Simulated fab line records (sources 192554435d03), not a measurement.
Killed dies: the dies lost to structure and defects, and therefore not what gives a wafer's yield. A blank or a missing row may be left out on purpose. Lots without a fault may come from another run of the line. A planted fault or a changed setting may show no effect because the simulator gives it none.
Which tool was responsible? ; flow n5 finfet ; Sampling: 14 lots, 40 wafers, 4 of 1938 route steps

## WHAT THE GAUGES READ, wafer by wafer
Not one reading of a measure or inspect step in the record can be checked against a usual standard deviation.

## TOOL THAT RAN EACH LOT (tool first, then ch and the chambers of the sampled wafers, then the start)
lot;N5_BEOL_M10_DEP_56;N5_BEOL_M11_DEVELOP_27;N5_BEOL_M11_DESCUM_33;N5_BEOL_M11_STRIP_77
L731;pecvd-04 ch 1, day 9 23:47;litho track-04 ch 0, day 10 04:43;rie diel-01 ch 0,2, day 10 04:52;rie diel-01 ch 0,2, no start
L732;pecvd-04 ch 1,2, day 10 16:21;litho track-05 ch 0, day 10 19:26;rie diel-05 ch 0,1,3, day 10 19:37;rie diel-05 ch 0,1,3, no start
L733;pecvd-02 ch 1,2, day 11 02:35;litho track-05 ch 0, day 11 08:18;rie diel-01 ch 0,2, day 11 08:26;rie diel-01 ch 0,2, no start
L736;pecvd-02 ch 0,1,2, day 11 14:19;litho track-01, day 11 18:59;rie diel-03 ch 0,1,2, day 11 19:08;rie diel-03 ch 0,1,2, no start
L738;pecvd-01 ch 0,1,2, day 11 21:44;litho track-05, day 12 00:30;rie diel-01 ch 1,2,3, day 12 00:44;rie diel-01 ch 1,2,3, no start
L743;pecvd-01 ch 0,1,2, day 13 08:03;litho track-05 ch 0, day 13 11:36;rie diel-05 ch 0,1,3, day 13 11:55;rie diel-05 ch 0,1,3, no start
L745;pecvd-01 ch 0,1, day 13 08:52;litho track-05 ch 0, day 13 11:52;rie diel-05 ch 0,1,2, day 13 12:22;rie diel-05 ch 0,1,2, no start
L746;pecvd-04 ch 1,2, day 13 14:40;litho track-04 ch 0, day 13 19:13;rie diel-03 ch 0,2,3, day 13 19:25;rie diel-03 ch 0,2,3, no start
L744;pecvd-01 ch 0,1, day 13 15:13;litho track-05 ch 0, day 13 20:13;rie diel-03 ch 0,1, day 13 20:21;rie diel-03 ch 0,1, no start
L747;pecvd-04 ch 0,1,2, day 13 22:50;litho track-01 ch 0, day 14 01:22;rie diel-01 ch 0,3, day 14 01:30;rie diel-01 ch 0,3, no start
L748;pecvd-01 ch 0,1,2, day 14 01:46;litho track-01 ch 0, day 14 07:46;rie diel-05 ch 0,2, day 14 07:55;rie diel-05 ch 0,2, no start
L749;pecvd-04 ch 1,2, day 14 04:51;litho track-01 ch 0, day 14 10:10;rie diel-05 ch 0,1, day 14 10:18;rie diel-05 ch 0,1, no start
L750;pecvd-04 ch 0,2, day 14 13:14;litho track-04 ch 0, day 14 16:39;rie diel-01 ch 2,3, day 14 16:48;rie diel-01 ch 2,3, no start
L752;pecvd-04 ch 0,2, day 15 17:56;litho track-04 ch 0, day 15 22:09;rie diel-05 ch 0,2,3, day 15 22:18;rie diel-05 ch 0,2,3, no start
- N5_BEOL_M10_DEP_56: deposits SiCN from 3MS/NH3, target thk 15 nm, time 26.5 s.
- N5_BEOL_M11_DEVELOP_27: develop time 30 s.
- N5_BEOL_M11_DESCUM_33: chemistry O2, time 7.9 s.
- N5_BEOL_M11_STRIP_77: strips in N2/H2, time 10 s.

## AS READ BY THE TOOLS THEMSELVES (means over the sampled wafers that have a number; for cases with no such wafer, the mark the record gives instead)
N5_BEOL_M10_DEP_56.
lot;tool;rf fwd power W (W);showerhead plenum p Torr (Torr);throttle valve pct (%)
L731;pecvd-04;198.6;3.671;10.3
L732;pecvd-04;199.5;3.660;8.8
L733;pecvd-02;200.0;3.669;9.2
L736;pecvd-02;199.9;3.664;9.0
L738;pecvd-01;199.4;3.655;9.1
L743;pecvd-01;199.2;3.660;9.2
L745;pecvd-01;198.8;3.655;9.8
L746;pecvd-04;198.5;3.660;9.9
L744;pecvd-01;199.1;3.656;9.7
L747;pecvd-04;199.4;3.658;9.4
L748;pecvd-01;199.4;3.666;9.2
L749;pecvd-04;199.3;3.660;9.9
L750;pecvd-04;200.4;3.644;8.7
L752;pecvd-04;200.2;3.638;8.9

N5_BEOL_M11_DEVELOP_27.
lot;tool;chill plate temp C (C)
L731;litho track-04;22.93
L732;litho track-05;23.05
L733;litho track-05;22.92
L736;litho track-01;-
L738;litho track-05;-
L743;litho track-05;23.01
L745;litho track-05;23.01
L746;litho track-04;22.98
L744;litho track-05;23.08
L747;litho track-01;23.08
L748;litho track-01;22.98
L749;litho track-01;23.07
L750;litho track-04;22.86
L752;litho track-04;23.02

N5_BEOL_M11_DESCUM_33.
lot;tool;drypump motor current A (A);oes product au (a.u.);rf fwd power W (W);rf vpp V (V);showerhead plenum p Torr (Torr);throttle valve pct (%)
L731;rie diel-01;5.0;0.77;49.29;243.6;2.08;20.69
L732;rie diel-05;5.8;0.75;49.48;242.5;2.11;20.35
L733;rie diel-01;5.0;0.95;49.28;242.8;2.06;20.47
L736;rie diel-03;5.7;0.77;49.19;242.5;2.04;20.48
L738;rie diel-01;5.4;0.82;49.34;242.8;2.05;20.48
L743;rie diel-05;5.8;0.73;49.48;243.1;2.10;20.37
L745;rie diel-05;6.2;0.77;49.50;243.9;2.11;20.28
L746;rie diel-03;5.5;0.77;49.28;241.9;2.08;20.46
L744;rie diel-03;6.0;0.75;49.23;242.1;2.07;20.58
L747;rie diel-01;5.2;0.71;49.33;241.9;2.02;20.50
L748;rie diel-05;6.0;0.74;49.18;241.9;2.02;20.42
L749;rie diel-05;5.8;0.75;49.47;242.4;2.02;20.48
L750;rie diel-01;5.2;0.79;49.38;242.3;2.00;20.48
L752;rie diel-05;6.1;0.79;49.32;243.3;2.09;20.23

N5_BEOL_M11_STRIP_77.
lot;tool;drypump motor current A (A);oes product au (a.u.);rf vpp V (V);showerhead plenum p Torr (Torr);throttle valve pct (%)
L731;rie diel-01;5.0;0.76;60.1;2.54;24.2
L732;rie diel-05;5.8;0.76;58.6;2.54;23.4
L733;rie diel-01;5.0;0.95;58.8;2.53;24.0
L736;rie diel-03;5.7;0.78;59.7;2.47;23.7
L738;rie diel-01;5.4;0.83;59.0;2.50;23.8
L743;rie diel-05;5.8;0.73;58.6;2.53;23.4
L745;rie diel-05;6.1;0.77;59.0;2.55;23.5
L746;rie diel-03;5.5;0.78;58.8;2.51;23.5
L744;rie diel-03;6.0;0.75;59.1;2.52;24.0
L747;rie diel-01;5.2;0.71;58.5;2.46;23.9
L748;rie diel-05;6.0;0.74;58.9;2.44;23.6
L749;rie diel-05;5.8;0.75;58.7;2.45;23.6
L750;rie diel-01;5.2;0.79;58.7;2.45;23.9
L752;rie diel-05;6.1;0.80;59.1;2.51;23.2

## THE ANSWER, worked out from the rows above alone
Rule: the lots themselves supply what counts as usual. The widest of any qualifying gaps counts: lots, ordered by their means at a reading, are off when they make up no more than a third of the lots, leave a main group of 4 or more, and stand apart from it by 3 or more times the standard deviation of that group's means. The tables above print the reading to a certain number of digits; a main group whose means all agree to those digits is not used. Also off: a lot with no number at a reading for which 4 or more lots have one. Where the step has rows for the other lots, those lots are counted as sound. The gauges are gone through in route order, then the tools' own readings, and for those a lot's mean is taken as printed above. The first step at which some lot is off is used, and at that step the reading that is off furthest; a lot without a number counts as furthest.
Off at N5_BEOL_M11_DEVELOP_27 (chill plate temp C): L736, L738. Without a number there: L736, L738. Mean 23.00 C and standard deviation 0.066 in the main group.
If a tool, at that step or one of the process steps before it, ran each lot that is off and ran no sound lot following the first of them, it fits. No candidate that was tried fits.

## WHAT THE SIMULATOR PUT IN
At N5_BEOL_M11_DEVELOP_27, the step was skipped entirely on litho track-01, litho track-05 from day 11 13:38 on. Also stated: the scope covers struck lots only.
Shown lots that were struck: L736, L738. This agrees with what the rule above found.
